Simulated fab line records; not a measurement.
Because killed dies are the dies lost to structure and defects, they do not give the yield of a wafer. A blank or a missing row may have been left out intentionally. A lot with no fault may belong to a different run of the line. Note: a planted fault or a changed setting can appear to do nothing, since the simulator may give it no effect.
Which tool did it? ; flow n5 finfet ; at 1 step of a route of 1938, 9 lots with 26 wafers sampled

WHAT THE GAUGES SHOWED, per wafer
N5_BEOL_M4_RC_MEAS_101.
lot;measured;on;DIBL_N (mV/V);DIBL_P (mV/V);IOFF_N (nA/um);IOFF_P (nA/um);ION_N (uA/um);ION_P (uA/um);SS_N (mV/dec);SS_P (mV/dec);VT_N (mV);VT_P (mV)
L108;day 7 18:34;prober-02;34.8 37.7 34.1;34.4 37.2 33.6;0.14 0.20 0.14;0.19 0.22 0.17;662 679 653;453 465 444;71.0 72.4 70.5;73.3 73.2 72.7;250 245 249;-254 -251 -256
L110;day 8 14:56;prober-02;39.5 36.4 35.5;41.7 37.2 36.5;0.27 0.17 0.18;0.31 0.23 0.23;692 671 690;472 465 472;72.5 72.1 71.3;74.9 73.7 74.1;240 247 243;-245 -248 -249
L112;day 8 17:10;prober-02;37.0 35.6 33.9;37.4 35.8 33.4;0.17 0.15 0.11;0.22 0.20 0.16;679 682 653;462 463 451;72.2 72.4 71.4;73.4 72.9 72.3;250 249 256;-252 -251 -253
L113;day 8 19:20;prober-01;39.6 32.6 40.8;39.0 29.5 38.8;0.24 0.10 0.28;0.26 0.13 0.26;707 654 684;475 447 460;71.7 69.6 72.6;74.3 71.7 74.4;241 256 243;-249 -256 -248
L123;day 11 18:04;prober-01;36.1 33.1 34.8;35.7 33.1 34.8;0.15 0.10 0.12;0.22 0.18 0.20;662 661 664;457 463 469;72.0 71.2 71.0;73.1 72.2 72.6;251 255 250;-249 -250 -250
L124;day 12 02:52;prober-01;37.0 38.6;37.6 37.4;0.17 0.19;0.23 0.22;685 686;471 466;71.3 72.4;73.2 73.3;247 246;-253 -254
L127;day 12 16:28;prober-01;36.5 38.0 37.2;36.7 36.8 38.1;0.16 0.18 0.17;0.22 0.21 0.25;681 690 676;465 461 468;70.9 71.8 72.1;73.4 73.0 73.2;250 250 250;-249 -252 -249
L128;day 12 19:54;prober-01;34.3 35.8 37.4;34.8 37.5 40.5;0.13 0.15 0.21;0.19 0.22 0.29;667 654 692;460 457 473;71.5 71.7 72.7;73.0 73.7 74.5;253 251 243;-252 -249 -244
L130;day 13 12:14;prober-02;35.0 34.7 32.9;35.1 34.8 32.7;0.13 0.15 0.10;0.19 0.19 0.16;655 681 656;452 468 455;71.1 71.2 71.0;72.8 73.5 72.0;255 251 259;-252 -250 -254

WHAT TOOL EACH LOT RAN ON (gives the tool, then ch and the chambers of the sampled wafers, and finally the start)
Before these readings, the record contains no process step.

AS READ BY THE TOOLS THEMSELVES (means over the sampled wafers that have a number; for cases with no such wafer, the mark the record gives instead)
The record holds no such reading with a usual standard deviation.

THE ANSWER, worked out from the rows above alone
Rule: the usual values come from the lots themselves. Put in order of their means at a reading, lots are off if they are a third of the lots or fewer, leave a main group of 4 or more, and stand apart from it by a gap of 3 or more times the standard deviation of the main group's means; of several such gaps the widest counts. A main group whose means are all the same, to the digits that the tables above print for the reading, isn't used. Also off: a lot with no number at a reading for which 4 or more lots have one. The other lots that the step has rows for count as sound. The gauges are gone through in route order, then the tools' own readings, and for those a lot's mean is taken as printed above. The first step at which some lot is off is used, and at that step the reading that is off furthest; a lot without a number counts as furthest.
Nothing can be told from this: no lot is off at any reading shown.

WHAT WAS PUT IN BY THE SIMULATOR
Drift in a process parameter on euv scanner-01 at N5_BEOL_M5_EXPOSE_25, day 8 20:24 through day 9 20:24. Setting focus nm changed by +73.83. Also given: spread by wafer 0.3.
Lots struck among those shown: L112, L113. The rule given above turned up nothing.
